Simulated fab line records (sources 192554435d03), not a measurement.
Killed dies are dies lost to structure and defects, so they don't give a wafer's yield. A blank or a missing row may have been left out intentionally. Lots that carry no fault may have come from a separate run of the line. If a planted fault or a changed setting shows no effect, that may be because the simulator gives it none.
Chamber matching | flow n5-finfet | N5_BEOL_M1_ILD_DEP_00 on pecvd-04: 3 sister chambers
The step deposits SiOC from DEMS/O2, target thk 79 nm, time 15.3 s. 3 wafers are shown with their chamber, then 8 later ones without.

== WAFERS WITH THEIR CHAMBER ==
wafer  | chamber | showerhead-vpp-V (V)
L083.6 | 1       | 1390
L084.6 | 2       | 1327
L089.1 | 0       | 1478

== WAFERS WITH NO CHAMBER GIVEN ==
wafer  | showerhead-vpp-V (V)
L089.4 | 1384
L089.6 | 1331
L095.2 | 1481
L095.5 | 1410
L095.6 | 1486
L097.2 | 1325
L097.3 | 1490
L097.6 | 1477

== EACH ONE'S CHAMBER ==
wafer  | from the rows above | in truth
L089.4 | 1                   | 1
L089.6 | 2                   | 2
L095.2 | 0                   | 0
L095.5 | 1                   | 1
L095.6 | 0                   | 0
L097.2 | 2                   | 2
L097.3 | 0                   | 0
L097.6 | 0                   | 0
Placed correctly: 8 of 8. From these rows, 0 cannot be placed. 0 placed wrongly.
How it was worked out, from the rows above alone: a wafer's distance from a chamber is the root of the sum, over the readings, of the square of ((its reading less the chamber's mean) divided by the reading's scatter). The wafer belongs to the nearest chamber; if the next one is less than 2 further off, it can't be placed. Each chamber's mean is taken over the wafers shown for it. The scatter: with one shown wafer a chamber, the root of the mean of the squares of how far each hidden wafer lies from its nearest shown one.
